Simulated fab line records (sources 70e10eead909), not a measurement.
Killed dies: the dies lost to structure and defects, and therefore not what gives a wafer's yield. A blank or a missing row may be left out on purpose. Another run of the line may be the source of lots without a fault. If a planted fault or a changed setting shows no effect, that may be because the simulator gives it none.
Chamber matching ; flow nand-harc ; 4 sister chambers for NHARC_P_CONTACT_STRIP_28 on rie-diel-01
The step strips in O2. 16 wafers are shown with their chamber, then 7 later ones without.

## EACH WAFER AND ITS CHAMBER
wafer;chamber;drypump-motor-current-A (A);rf-vpp-V (V);oes-product-au (a.u.)
L722.1;3;5.3;55.8;1.002
L722.2;0;5.3;58.7;0.999
L722.4;1;6.5;57.7;0.997
L727.1;3;5.3;57.4;1.003
L727.2;0;5.3;57.5;0.997
L734.2;3;5.3;57.4;1.015
L734.3;0;5.3;57.3;1.012
L734.5;3;5.3;56.5;1.013
L735.1;3;5.3;56.7;1.002
L735.2;2;5.6;58.2;1.005
L735.6;3;5.3;58.1;1.001
L736.2;2;5.5;57.9;1.004
L736.3;0;5.3;56.8;1.007
L736.5;1;6.5;58.2;1.000
L737.4;0;5.3;56.6;0.998
L737.5;0;5.3;55.4;1.002

SIGNATURES, as means of the wafers listed above
reading;chamber 0;chamber 1;chamber 2;chamber 3;scatter within a chamber
drypump-motor-current-A;5.300;6.500;5.550;5.300;0.0204
rf-vpp-V;57.050;57.950;58.050;56.983;0.888
oes-product-au;1.00250;0.99850;1.00450;1.00600;0.00559
Rule: for each reading, subtract the chamber's mean from the wafer's reading, divide by that reading's scatter and square the result; add these up over the readings and take the root, which gives the wafer's distance from the chamber. If the next closest chamber is less than 2 further off than the closest, the wafer can't be placed; otherwise it belongs to the closest. The scatter: the root of (the sum of the squares of (reading less its chamber's mean) over the shown wafers, divided by (wafers less chambers)).

## WAFERS WHOSE CHAMBER IS MISSING
wafer;drypump-motor-current-A (A);rf-vpp-V (V);oes-product-au (a.u.)
L737.6;6.6;57.2;0.989
L738.4;6.5;57.4;0.994
L738.5;5.6;58.2;1.000
L738.6;5.3;58.2;1.006
L741.2;5.3;58.4;1.003
L741.5;5.3;58.0;1.005
L741.6;6.6;59.5;1.009

## WHICH CHAMBER EACH WENT THROUGH
wafer;from the rows above;in truth
L737.6;1;1
L738.4;1;1
L738.5;2;2
L738.6;can't be placed: 3 or 0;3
L741.2;can't be placed: 0 or 3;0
L741.5;can't be placed: 3 or 0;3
L741.6;1;1
Placed correctly: 4 of 7. Unplaceable from these rows: 3, with the true chamber sitting among the candidates in 3. 0 placed wrongly.
